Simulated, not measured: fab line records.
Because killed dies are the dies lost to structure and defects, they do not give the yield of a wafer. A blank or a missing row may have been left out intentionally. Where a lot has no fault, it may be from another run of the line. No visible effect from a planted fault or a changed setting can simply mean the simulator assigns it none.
Problem report in the 8D (eight disciplines) form, filled by code -- flow n5_finfet -- the parts of the form that need people (team, actions taken, sign-off) are left out

1. WHAT WENT WRONG
RC_DENSE_P at N5_BEOL_M4_RC_MEAS_101 reads a mean of 32.6 ohm.um on 2 wafers of 1 lot; wafers without a fault read 23.9 ohm.um with a standard deviation of 0.64. That is +14 standard deviations from the usual mean.
First observed at day 10 06:51: wafer L908.3, on prober-02. At this step, 26 wafers from 9 lots have a number in the record. The rule behind "out" and "out of limits": a value lying over 4 standard deviations away from the usual mean. All remaining wafers that have a number are taken as sound.

2. WHAT IT IS AND WHAT IT IS NOT
question,is,is not
which readings at this step,"RC_DENSE_P, RC_DENSE_N, RC_N, RC_P, REXT_N","DIBL_N, DIBL_P, IOFF_N, IOFF_P, ION_N, ION_P, SS_N, SS_P, VT_N, VT_P"
which lots,L908,"L900, L901, L902, L914, L919, L920, L922, L923"
which wafers of those lots,all that have a number,-
read on which gauges,prober-02,prober-01
when,from day 10 06:51,"up to then (9 sound wafers); but 15 sound wafers of L914, L919, L920, L922, L923 came after"

3. THE SUSPECTS, EACH WITH WHAT RULES IT OUT
Counting: a tool at any process step up to the reading remains a suspect when it ran all the lots that are out and ran no sound lot after the first of those.
- the gauge at N5_BEOL_M4_RC_MEAS_101 is ruled out. All the wafers that are out were read on prober-02, but those of them that N5_MOL_CONTACT_COAG_CONTACT_ETCH_14 has rows for are out there too, on other tools.
- cmp-04 at N5_GATE_CUT_CMP_23 (polishes, stops on SiO2, t overpolish 23.4 s, target thk 16 nm): ruled out as a lasting fault. Sound lots L919 ran on it after its first lot that is out, L908 (day 6 18:27).
- rie_diel-01 at N5_MOL_CONTACT_COAG_CONTACT_ETCH_14 (etches SiO2 in C4F6/O2, target depth 27.5 nm, overetch 8.5 nm, time 20 s): ruled out as a lasting fault. Sound lots L922 ran on it after its first lot that is out, L908 (day 6 20:04).
- rie_diel-01 at N5_MOL_CONTACT_COAG_ETCH_110 (etches Si in CF4/O2, target depth 2.5 nm, time 8 s): ruled out as a lasting fault. Sound lots L922 ran on it after its first lot that is out, L908 (day 6 20:09).
Left after counting: nothing in the record.

4. THE CAUSE (what the simulator had put in)
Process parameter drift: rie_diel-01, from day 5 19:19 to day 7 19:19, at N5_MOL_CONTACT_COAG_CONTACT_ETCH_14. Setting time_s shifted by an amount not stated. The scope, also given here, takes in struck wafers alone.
The count ruled it out by mistake, since the rule takes a fault to strike every lot its tool runs from the start of the fault on, and this one did not do so.

5. THE CHAIN OF EFFECTS, in route order
Each row: a reading where the mean over the struck wafers with a number is more than 3 standard deviations away from the usual. Scope: only readings with a usual standard deviation given in the record; hours: median across lots of the time from each lot's start at the first step in this table that gives one to its start at this step; sigmas: change in usual standard deviations.
hours,step,reading,usual,on struck wafers,change,sigmas
0,N5_MOL_CONTACT_COAG_CONTACT_ETCH_14,run_length_s,43.3 s,40.2,-3.1,-6.2
83,N5_BEOL_M4_RC_MEAS_101,RC_DENSE_N,19.1 ohm.um,25.9,+6.8,+13
83,N5_BEOL_M4_RC_MEAS_101,RC_DENSE_P,23.9 ohm.um,32.6,+8.8,+14
83,N5_BEOL_M4_RC_MEAS_101,RC_N,15.6 ohm.um,20.9,+5.3,+13
83,N5_BEOL_M4_RC_MEAS_101,RC_P,19.5 ohm.um,26.5,+7.0,+14
83,N5_BEOL_M4_RC_MEAS_101,REXT_N,75.3 ohm.um,84.9,+9.6,+6.0
83,N5_BEOL_M4_RC_MEAS_101,REXT_P,101.0 ohm.um,110.6,+9.6,+4.2
Here are the process steps it includes:
- N5_MOL_CONTACT_COAG_CONTACT_ETCH_14: etches SiO2 in C4F6/O2, target depth 27.5 nm, overetch 8.5 nm, time 20 s.

6. WHAT WOULD HAVE CAUGHT IT SOONER
In this record the first reading out of limits at a measuring or inspecting step was taken at day 10 06:51, 108 hours after the fault began at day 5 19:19.
Tool's own readings at N5_MOL_CONTACT_COAG_CONTACT_ETCH_14, run_length_s: out on all struck wafers the step has rows for; an alarm limit on them would have tripped on the first.
